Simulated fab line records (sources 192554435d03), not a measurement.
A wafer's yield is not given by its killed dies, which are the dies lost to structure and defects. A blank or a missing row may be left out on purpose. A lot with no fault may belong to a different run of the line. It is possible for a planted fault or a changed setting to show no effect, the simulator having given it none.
3 desks looking at one fault    flow n5-finfet    only its own numbers are on each desk; what lay behind them is given at the end

THE TOOL OWNER'S DESK: rie-diel-02
The tool's own readings at N5_BEOL_M9_ETCH_66 (etches SOC in N2/H2, target depth 80 nm, overetch 16 nm, time 120 s): means of the sampled wafers that have a number, for each lot that ran on this tool. If a lot's mean is further than 4 standard deviations from the usual mean, the lot is out of limits and carries the mark OUT (the distance appears in the brackets).
Columns: A = drypump-motor-current-A at N5_BEOL_M9_ETCH_66, usual 5.6 A; B = oes-product-au at N5_BEOL_M9_ETCH_66, usual 0.61 a.u.; C = rf-vpp-V at N5_BEOL_M9_ETCH_66, usual 524.4 V; D = showerhead-plenum-p-Torr at N5_BEOL_M9_ETCH_66, usual 2.57 Torr; E = throttle-valve-pct at N5_BEOL_M9_ETCH_66, usual 17.9 %
lot   first seen here  A    B     C      D     E
L341  day 15 12:53     5.9  0.64  526.2  2.63  17.7
L342  day 17 18:50     5.1  0.64  525.4  2.61  18.2
L346  day 17 21:55     5.6  0.62  527.7  2.67  17.9
L349  day 18 05:01     6.1  0.58  523.3  2.56  18.1
This desk found nothing out of limits on any of the 4 lots.

THE DEFECT DESK
Counts from the inspections along the route, per lot, as means over the sampled wafers that have a number. If a lot's mean is further than 4 standard deviations from the usual mean, the lot is out of limits and carries the mark OUT (the distance appears in the brackets).
Columns: A = raw-defect-count at N5_BEOL_M9_INSPECT_30, usual 413
lot   first seen here  A
L337  day 14 15:32     451
L341  day 15 12:47     443
L336  day 16 09:35     430
L344  day 17 16:07     392
L342  day 17 18:43     390
L346  day 17 21:49     516
L349  day 18 04:47     344
This desk found nothing out of limits on any of the 7 lots.

FROM THE METROLOGY DESK
What the gauges read for every lot (on any tool): the sampled wafers with a number, averaged. If a lot's mean is further than 4 standard deviations from the usual mean, the lot is out of limits and carries the mark OUT (the distance appears in the brackets).
Columns: A = cd-nm at N5_BEOL_M9_CD_MEAS_28, usual 69.84 nm; B = V8_OVL at N5_BEOL_M9_OVL_MEAS_29, usual 0.3 nm
lot   first seen here  A      B
L337  day 14 15:26     69.64  0.9
L341  day 15 12:41     70.20  0.3
L336  day 16 09:30     69.62  0.3
L344  day 17 16:02     70.04  -0.1
L342  day 17 18:38     69.88  0.1
L346  day 17 21:43     69.70  0.2
L349  day 18 04:41     69.94  0.3
This desk found nothing out of limits on any of the 7 lots.

PUT TOGETHER
Nothing out of limits was seen by the tool owner's desk.
No out-of-limits result turned up at the defect desk.
Metrology desk: nothing out of limits seen.

WHAT WAS PUT IN BY THE SIMULATOR
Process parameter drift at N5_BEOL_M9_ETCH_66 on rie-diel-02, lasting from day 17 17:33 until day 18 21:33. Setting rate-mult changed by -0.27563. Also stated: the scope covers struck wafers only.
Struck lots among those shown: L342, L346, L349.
